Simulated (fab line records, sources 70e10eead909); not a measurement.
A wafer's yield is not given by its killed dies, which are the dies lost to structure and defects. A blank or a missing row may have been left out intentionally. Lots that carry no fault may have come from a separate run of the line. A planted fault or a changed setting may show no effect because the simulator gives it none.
A lot that was struck, set against a sound lot | flow nand_harc | 39 out of 1302 route steps
Sound: wafers L506.1, L506.3, L506.6. Struck: wafers L511.1, L511.3, L511.5. At the end, the cause is stated.
For every step that has rows: the tool of each side, followed by ch and its chambers, followed by its first start. Under that, the readings that differ: sound wafers | struck wafers | difference of the means | sigmas: that difference in standard deviations of wafers without a fault.
alike: readings whose means differ by less than 2 such deviations, and words and numbers that are the same on both sides. not compared: withheld readings, readings that some wafer has no value for, bounds like >300 that may hide the same value, and numbers for which the record gives no deviation and whose values overlap.
The two part at a step that has a row with sigmas, a row that says differs or no value, or rows on one side only. Non-overlapping numbers with no deviation appear without sigmas and do not part them. Lack of a reading on every wafer of one side parts them only where that side has two or more wafers.

first, 2 steps without rows for these wafers: NHARC_THIN_TSV_ETCH_44 (etches the open film in CF4/O2, target depth 1594.2 nm, time 797.1 s); NHARC_THIN_TSV_ETCH_15 (target depth 3000 nm, bosch target overetch cycles 2, bosch etch step 2.8 s).
NHARC_THIN_TSV_CD_MEAS_16:
  sound on cd_sem-03 at day 26 13:52; struck on cd_sem-03 at day 27 23:58
  alike: cd_nm
then, 5 steps without rows for these wafers: NHARC_THIN_TSV_STRIP_45 (strips in O2); NHARC_THIN_TSV_STRIP_46 (strips in post etch residue remover, time 1200 s); NHARC_THIN_TSV_DEP_47 (deposits SiO2, target thk 200 nm); NHARC_THIN_TSV_ETCHBACK_48 (etches the open film in C4F8/Ar, target depth 1028.5 nm, time 405.17 s); NHARC_THIN_TSV_STRIP_62 (strips in N2/H2, time 20 s).
NHARC_THIN_TSV_DEGAS_49: time 120 s.
  sound on pvd_sputter-03 at day 26 15:41; struck on pvd_sputter-01 at day 28 01:50
  alike: heater_power_w, susceptor_temp_C
NHARC_THIN_TSV_PRE_CLEAN_50: time 30 s.
  sound on pvd_sputter-03; struck on pvd_sputter-01
  alike: heater_power_w, susceptor_temp_C
then, 2 steps without rows for these wafers: NHARC_THIN_TSV_PVD_19 (deposits TaN, target thk 20 nm); NHARC_THIN_TSV_PVD_51 (deposits Cu, target thk 100 nm).
NHARC_THIN_TSV_ECD_20: material Cu, target thk 2000 nm.
  sound on ecd_cu-01 ch 0,1, day 26 16:14; struck on ecd_cu-02 ch 0,1, day 28 02:24
NHARC_THIN_TSV_ANNEAL_52: time 90 s.
  sound on rtp_anneal-02 ch 0, day 26 16:52; struck on rtp_anneal-01 ch 0, day 28 03:01
  alike: wafer_temp_C_max
NHARC_THIN_TSV_CMP_21: polishes, t overpolish 30 s, target thk 2000 nm.
  sound on cmp-02 ch 0,2, day 26 17:14; struck on cmp-03 ch 2,3, day 28 03:24
  alike: motor_current_A, overpolish_run_s
then, 13 steps without rows for these wafers: NHARC_THIN_TSV_SRD_23; NHARC_THIN_TSV_DEGAS_53 (time 60 s); NHARC_THIN_TSV_PRE_CLEAN_54 (time 30 s); NHARC_THIN_TSV_PVD_55 (deposits TiN, target thk 50 nm); NHARC_THIN_TSV_PVD_24 (deposits Al, target thk 800 nm); NHARC_THIN_TSV_DEHYDRATE_25 (time 120 s); NHARC_THIN_TSV_HMDS_26 (time 30 s); NHARC_THIN_TSV_COAT_27; NHARC_THIN_TSV_SOFTBAKE_28 (time 95 s); NHARC_THIN_TSV_EBR_29; NHARC_THIN_TSV_EXPOSE_30 (exposes mask PAD); NHARC_THIN_TSV_PEB_31 (peb time 85 s); NHARC_THIN_TSV_DEVELOP_32 (time 70 s).
NHARC_THIN_TSV_CD_MEAS_33: target cd 5000 nm.
  sound on cd_sem-03 ch 0, day 26 18:49; struck on cd_sem-01 ch 0, day 28 04:58
  alike: cd_nm
then, 4 steps without rows for these wafers: NHARC_THIN_TSV_HARDBAKE_34 (time 80 s); NHARC_THIN_TSV_DESCUM_35 (chemistry O2, time 3 s); NHARC_THIN_TSV_ETCH_59 (etches the open film in Cl2/BCl3, target depth 880 nm, time 138.1 s); NHARC_THIN_TSV_ETCH_36 (etches the open film in Cl2/BCl3, target depth 65 nm, time 18.571 s).
NHARC_THIN_TSV_STRIP_56: strips in O2.
  sound on plasma_asher-01 ch 0,1, day 26 19:43; struck on plasma_asher-01 ch 0,1, day 28 05:40
  alike: drypump_motor_current_A, heater_power_w
  not compared: rf_hours_counter_h
then, 1 step without rows for these wafers: NHARC_THIN_TSV_STRIP_57 (strips in post etch residue remover, time 1200 s).
NHARC_THIN_TSV_CD_MEAS_37:
  sound on cd_sem-03 at day 26 20:28; struck on cd_sem-01 at day 28 06:25
  alike: cd_nm
then, 1 step without rows for these wafers: NHARC_THIN_TSV_ANNEAL_58 (time 1800 s).
NHARC_END_WLT_00:
  sound on prober-01 at day 27 02:42; struck on prober-02 at day 28 10:41
  alike: VT_DECK1_BOTTOM, VT_DECK1_BOTTOM_INNER, VT_DECK1_MEDIAN_NEAR_BOTTOM, VT_DECK1_MEDIAN_NEAR_BOTTOM_INNER, VT_DECK1_MIDDLE, VT_DECK1_MIDDLE_INNER, VT_DECK1_TOP, VT_DECK1_TOP_INNER, VT_DECK2_BOTTOM, VT_DECK2_BOTTOM_INNER, VT_DECK2_MEDIAN_NEAR_BOTTOM, VT_DECK2_MEDIAN_NEAR_BOTTOM_INNER, VT_DECK2_MIDDLE, VT_DECK2_MIDDLE_INNER, VT_DECK2_TOP, VT_DECK2_TOP_INNER
NHARC_END_SORT_01:
  sound on prober-01 ch 0, day 27 05:44; struck on prober-02 ch 0, day 28 13:38
  reading                  | sound     | struck      | difference | sigmas
  defect_limited_yield (%) | 86 84 87  | 17 16 16    | -69        | -20
  killed_at_array          | 94 103 86 | 30 31 39    | -61        | -3
  killed_at_other          | 0 0 1     | 531 535 531 | +532       | +99 or more
  killed_dies              | 96 107 89 | 563 568 571 | +470       | +20
  alike: killed_at_periphery, killed_open, killed_short

WHERE THEY PART
Only at NHARC_END_SORT_01, as far as this record shows.

WHY: what the simulator had put in
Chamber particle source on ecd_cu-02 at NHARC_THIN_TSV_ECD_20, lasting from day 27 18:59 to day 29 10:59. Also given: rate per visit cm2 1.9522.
